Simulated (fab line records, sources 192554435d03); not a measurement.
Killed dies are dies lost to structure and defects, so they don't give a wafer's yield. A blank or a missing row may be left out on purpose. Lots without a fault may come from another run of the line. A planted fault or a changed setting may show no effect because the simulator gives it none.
Chamber matching | flow n5_finfet | N5_BEOL_M14_CMP_49 on cmp-02: 4 sister chambers
The step polishes, stops on SiO2, t overpolish 5.2 s, target thk 560 nm. 18 wafers are shown with their chamber, then 9 later ones without.

WAFERS WITH THEIR CHAMBER
wafer  | chamber | motor_current_A (A) | time_to_endpoint_s (s) | barrier_field_endpoint_s (s)
L079.2 | 0       | 8.7                 | 119                    | 11.33
L079.4 | 2       | 7.9                 | 117                    | 11.13
L079.6 | 1       | 7.1                 | 120                    | 11.30
L081.2 | 1       | 7.0                 | 121                    | 11.08
L081.3 | 0       | 8.8                 | 127                    | 11.41
L081.5 | 2       | 7.4                 | 118                    | 11.17
L083.2 | 3       | 7.9                 | 119                    | 11.23
L083.3 | 0       | 9.3                 | 119                    | 11.35
L083.5 | 2       | 7.7                 | 113                    | 11.00
L086.2 | 0       | 8.2                 | 125                    | 11.27
L086.3 | 1       | 6.9                 | 124                    | 11.62
L086.4 | 2       | 7.6                 | 118                    | 11.28
L091.3 | 3       | 8.0                 | 122                    | 11.32
L091.4 | 0       | 8.7                 | 127                    | 11.50
L091.6 | 0       | 8.5                 | 129                    | 11.81
L092.4 | 2       | 7.9                 | 112                    | 10.98
L092.5 | 2       | 7.2                 | 118                    | 11.34
L092.6 | 1       | 7.0                 | 119                    | 11.52

SIGNATURES (means of the wafers above)
reading                  | chamber 0 | chamber 1 | chamber 2 | chamber 3 | scatter within a chamber
motor_current_A          | 8.700     | 7.000     | 7.617     | 7.950     | 0.277
time_to_endpoint_s       | 124.33    | 121.00    | 116.00    | 120.50    | 3.27
barrier_field_endpoint_s | 11.4450   | 11.3800   | 11.1500   | 11.2750   | 0.184
Rule: a wafer's distance from a chamber is the root of the sum, over the readings, of the square of ((its reading less the chamber's mean) divided by the reading's scatter). The wafer belongs to the nearest chamber; if the next one is less than 2 further off, it can't be placed. The scatter: the root of (the sum of the squares of (reading less its chamber's mean) over the shown wafers, divided by (wafers less chambers)).

WAFERS WITHOUT THEIR CHAMBER
wafer  | motor_current_A (A) | time_to_endpoint_s (s) | barrier_field_endpoint_s (s)
L094.1 | 7.8                 | 114                    | 10.83
L094.2 | 9.1                 | 119                    | 11.01
L094.3 | 7.9                 | 119                    | 11.28
L095.1 | 8.9                 | 120                    | 11.28
L095.4 | 8.1                 | 119                    | 11.45
L095.5 | 7.4                 | 121                    | 11.41
L096.3 | 8.2                 | 126                    | 11.35
L096.5 | 7.2                 | 123                    | 11.17
L096.6 | 7.6                 | 116                    | 11.08

WHICH CHAMBER EACH WENT THROUGH
wafer  | from the rows above          | in truth
L094.1 | can't be placed: 2 or 3      | 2
L094.2 | can't be placed: 0 or 3      | 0
L094.3 | can't be placed: 3 or 2      | 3
L095.1 | can't be placed: 0 or 3      | 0
L095.4 | can't be placed: 3 or 2 or 0 | 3
L095.5 | can't be placed: 1 or 3 or 2 | 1
L096.3 | can't be placed: 0 or 3 or 2 | 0
L096.5 | can't be placed: 1 or 2 or 3 | 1
L096.6 | can't be placed: 2 or 3      | 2
Placed correctly: 0 of 9. Can't be placed from these rows: 9 (the true chamber is among the candidates in 9). Placed wrongly: 0.
